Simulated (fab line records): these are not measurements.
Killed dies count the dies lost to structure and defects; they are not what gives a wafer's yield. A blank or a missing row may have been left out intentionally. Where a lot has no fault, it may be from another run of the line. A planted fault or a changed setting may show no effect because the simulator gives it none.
Matching of chambers    flow n5 finfet    4 sister chambers for N5_MOL_CONTACT_COAG_ETCHBACK_134 on rie diel-02
The step etches SiO2 in CHF3, target depth 10 nm, time 6.7 s. 16 wafers are shown with their chamber, then 8 later ones without.

WAFERS, EACH WITH ITS CHAMBER
wafer   chamber  showerhead plenum p Torr (Torr)  throttle valve pct (%)  rf vpp V (V)
L075.1  0        2.27                             19.02                   516
L075.4  0        2.27                             19.01                   515
L075.5  3        2.53                             18.40                   532
L074.1  2        2.40                             18.78                   521
L074.3  3        2.52                             18.39                   531
L074.6  0        2.27                             19.02                   515
L076.2  0        2.26                             19.01                   517
L076.3  1        2.33                             18.43                   515
L076.6  0        2.26                             19.02                   516
L078.1  0        2.26                             19.01                   514
L078.3  1        2.33                             18.47                   515
L078.5  1        2.33                             18.46                   514
L084.1  0        2.26                             19.04                   514
L084.2  3        2.52                             18.43                   530
L084.3  1        2.33                             18.48                   515
L085.2  1        2.32                             18.50                   514

SIGNATURES, as means of the wafers listed above
reading                   chamber 0  chamber 1  chamber 2  chamber 3  scatter within a chamber
showerhead plenum p Torr  2.2643     2.3280     2.4000     2.5233     0.00515
throttle valve pct        19.0186    18.4680    18.7800    18.4067    0.0188
rf vpp V                  515.29     514.60     521.00     531.00     0.941
Rule: distance of a wafer from a chamber = root of the sum over the readings of ((wafer's reading minus chamber's mean) / reading's scatter) squared. If the next closest chamber is less than 2 further off than the closest, the wafer can't be placed; otherwise it belongs to the closest. The scatter: take each reading less its chamber's mean, square it, sum over the shown wafers, divide by the number of wafers less the number of chambers, and take the root.

WAFERS WITHOUT THEIR CHAMBER
wafer   showerhead plenum p Torr (Torr)  throttle valve pct (%)  rf vpp V (V)
L085.3  2.51                             18.43                   531
L085.4  2.39                             18.84                   519
L091.2  2.54                             18.63                   523
L091.5  2.54                             18.63                   523
L091.6  2.32                             18.50                   515
L092.1  2.38                             18.86                   519
L092.4  2.32                             18.51                   515
L092.6  2.51                             18.46                   529

WHICH CHAMBER EACH ONE RAN IN
wafer    from the rows above   in truth
L085.3   3                     3
L085.4   2                     2
L091.2   3                     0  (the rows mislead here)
L091.5   3                     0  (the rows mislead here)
L091.6   1                     1
L092.1   2                     2
L092.4   1                     1
L092.6   3                     3
Correct placement for 6 of the 8. Left unplaced by these rows: 0. 2 placed wrongly.
